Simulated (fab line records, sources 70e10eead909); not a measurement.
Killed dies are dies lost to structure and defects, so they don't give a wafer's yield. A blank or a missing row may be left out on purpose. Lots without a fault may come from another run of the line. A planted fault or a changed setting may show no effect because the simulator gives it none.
Chamber matching | flow nand_harc | NHARC_P_CONTACT_DESCUM_17 on rie_diel-09: 4 sister chambers
The step chemistry O2, time 3 s. 4 wafers are shown with their chamber, then 7 later ones without.

WAFERS WITH THEIR CHAMBER
wafer  | chamber | drypump_motor_current_A (A)
L587.4 | 1       | 6.2
L587.6 | 0       | 5.8
L596.2 | 2       | 5.8
L596.3 | 3       | 6.1

WAFERS WITHOUT THEIR CHAMBER
wafer  | drypump_motor_current_A (A)
L596.4 | 5.7
L602.3 | 5.8
L602.4 | 5.8
L602.5 | 6.2
L606.3 | 5.8
L606.4 | 6.2
L606.5 | 5.7

WHICH CHAMBER EACH WENT THROUGH
wafer  | from the rows above     | in truth
L596.4 | can't be placed: 0 or 2 | 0
L602.3 | can't be placed: 0 or 2 | 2
L602.4 | can't be placed: 0 or 2 | 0
L602.5 | can't be placed: 1 or 3 | 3
L606.3 | can't be placed: 0 or 2 | 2
L606.4 | can't be placed: 1 or 3 | 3
L606.5 | can't be placed: 0 or 2 | 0
Placed correctly: 0 of 7. Can't be placed from these rows: 7 (the true chamber is among the candidates in 7). Placed wrongly: 0.
How it was worked out, from the rows above alone: a wafer's distance from a chamber is the root of the sum, over the readings, of the square of ((its reading less the chamber's mean) divided by the reading's scatter). The wafer belongs to the nearest chamber; if the next one is less than 2 further off, it can't be placed. A chamber's mean is the mean of its shown wafers. The scatter: with one shown wafer a chamber, the root of the mean of the squares of how far each hidden wafer lies from its nearest shown one.
